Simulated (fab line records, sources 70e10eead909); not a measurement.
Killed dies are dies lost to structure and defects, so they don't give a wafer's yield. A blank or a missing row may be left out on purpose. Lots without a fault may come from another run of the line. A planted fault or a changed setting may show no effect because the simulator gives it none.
Chamber matching | flow nand_harc | NHARC_A_STAIRCASE_ALD_415 on ald_hk-02: 4 sister chambers
The step deposits SiO2, target thk 30 nm, pulse time 6 s, ald cycles 300. 8 wafers are shown with their chamber, then 7 later ones without.

WAFERS WITH THEIR CHAMBER
wafer  | chamber | heater_power_w (W) | precursor_pulse_height_rel
L081.6 | 2       | 502                | 0.995
L082.1 | 1       | 503                | 1.005
L082.2 | 2       | 503                | 0.988
L087.1 | 3       | 417                | 0.966
L087.5 | 1       | 506                | 1.025
L087.6 | 0       | 542                | 0.974
L089.2 | 3       | 407                | 0.997
L089.4 | 0       | 552                | 1.003

WAFERS WITHOUT THEIR CHAMBER
wafer  | heater_power_w (W) | precursor_pulse_height_rel
L089.6 | 549                | 0.995
L090.1 | 499                | 0.997
L090.4 | 494                | 0.997
L090.5 | 490                | 1.008
L091.1 | 555                | 0.976
L091.2 | 405                | 1.040
L091.3 | 482                | 0.989

WHICH CHAMBER EACH WENT THROUGH
wafer  | from the rows above     | in truth
L089.6 | 0                       | 0
L090.1 | can't be placed: 2 or 1 | 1
L090.4 | can't be placed: 2 or 1 | 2
L090.5 | can't be placed: 2 or 1 | 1
L091.1 | 0                       | 0
L091.2 | 3                       | 3
L091.3 | can't be placed: 2 or 1 | 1
Placed correctly: 3 of 7. Can't be placed from these rows: 4 (the true chamber is among the candidates in 4). Placed wrongly: 0.
How it was worked out, from the rows above alone: a wafer's distance from a chamber is the root of the sum, over the readings, of the square of ((its reading less the chamber's mean) divided by the reading's scatter). The wafer belongs to the nearest chamber; if the next one is less than 2 further off, it can't be placed. A chamber's mean is the mean of its shown wafers. The scatter: the root of (the sum of the squares of (reading less its chamber's mean) over the shown wafers, divided by (wafers less chambers)).
